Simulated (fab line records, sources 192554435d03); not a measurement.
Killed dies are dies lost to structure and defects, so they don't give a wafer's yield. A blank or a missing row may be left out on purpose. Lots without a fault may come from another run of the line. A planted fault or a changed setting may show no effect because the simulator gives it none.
Chamber matching | flow n5_finfet | N5_BEOL_M10_ETCH_65 on rie_diel-01: 4 sister chambers
The step etches SiARC in CF4, target depth 39 nm, time 65 s. 4 wafers are shown with their chamber, then 10 later ones without.

WAFERS WITH THEIR CHAMBER
wafer  | chamber | drypump_motor_current_A (A)
L074.3 | 2       | 6.4
L086.1 | 0       | 5.5
L087.2 | 1       | 6.1
L087.4 | 3       | 5.3

WAFERS WITHOUT THEIR CHAMBER
wafer  | drypump_motor_current_A (A)
L087.6 | 5.3
L089.2 | 5.5
L089.4 | 5.3
L089.6 | 6.1
L091.4 | 5.3
L091.5 | 6.1
L091.6 | 6.4
L092.1 | 6.3
L092.2 | 5.5
L092.4 | 5.3

WHICH CHAMBER EACH WENT THROUGH
wafer  | from the rows above | in truth
L087.6 | 3                   | 3
L089.2 | 0                   | 0
L089.4 | 3                   | 3
L089.6 | 1                   | 1
L091.4 | 3                   | 3
L091.5 | 1                   | 1
L091.6 | 2                   | 2
L092.1 | 2                   | 2
L092.2 | 0                   | 0
L092.4 | 3                   | 3
Placed correctly: 10 of 10. Can't be placed from these rows: 0. Placed wrongly: 0.
How it was worked out, from the rows above alone: a wafer's distance from a chamber is the root of the sum, over the readings, of the square of ((its reading less the chamber's mean) divided by the reading's scatter). The wafer belongs to the nearest chamber; if the next one is less than 2 further off, it can't be placed. A chamber's mean is the mean of its shown wafers. The scatter: with one shown wafer a chamber, the root of the mean of the squares of how far each hidden wafer lies from its nearest shown one.
